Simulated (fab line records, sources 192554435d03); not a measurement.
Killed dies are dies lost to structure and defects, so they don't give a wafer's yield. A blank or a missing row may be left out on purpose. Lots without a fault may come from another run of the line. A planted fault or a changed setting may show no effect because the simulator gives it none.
Chamber matching | flow n5_finfet | N5_BEOL_M6_ETCH_65 on rie_diel-02: 4 sister chambers
The step etches SiARC in CF4, target depth 15.6 nm, time 26 s. 8 wafers are shown with their chamber, then 8 later ones without.

WAFERS WITH THEIR CHAMBER
wafer  | chamber | drypump_motor_current_A (A) | showerhead_plenum_p_Torr (Torr)
L074.3 | 3       | 5.7                         | 2.19
L084.4 | 3       | 5.7                         | 2.18
L084.6 | 0       | 5.8                         | 2.03
L083.1 | 2       | 6.2                         | 2.23
L086.1 | 2       | 6.2                         | 2.23
L086.3 | 0       | 5.8                         | 2.03
L086.4 | 1       | 5.3                         | 2.16
L094.3 | 1       | 5.2                         | 2.15

WAFERS WITHOUT THEIR CHAMBER
wafer  | drypump_motor_current_A (A) | showerhead_plenum_p_Torr (Torr)
L094.5 | 6.2                         | 2.22
L094.6 | 5.2                         | 2.15
L097.1 | 5.7                         | 2.17
L097.3 | 6.2                         | 2.22
L097.6 | 5.7                         | 2.17
L096.1 | 6.2                         | 2.22
L096.4 | 5.2                         | 2.15
L096.5 | 6.2                         | 2.22

WHICH CHAMBER EACH WENT THROUGH
wafer  | from the rows above | in truth
L094.5 | 2                   | 2
L094.6 | 1                   | 1
L097.1 | 3                   | 3
L097.3 | 2                   | 2
L097.6 | 3                   | 3
L096.1 | 2                   | 2
L096.4 | 1                   | 1
L096.5 | 2                   | 2
Placed correctly: 8 of 8. Can't be placed from these rows: 0. Placed wrongly: 0.
How it was worked out, from the rows above alone: a wafer's distance from a chamber is the root of the sum, over the readings, of the square of ((its reading less the chamber's mean) divided by the reading's scatter). The wafer belongs to the nearest chamber; if the next one is less than 2 further off, it can't be placed. A chamber's mean is the mean of its shown wafers. The scatter: the root of (the sum of the squares of (reading less its chamber's mean) over the shown wafers, divided by (wafers less chambers)).
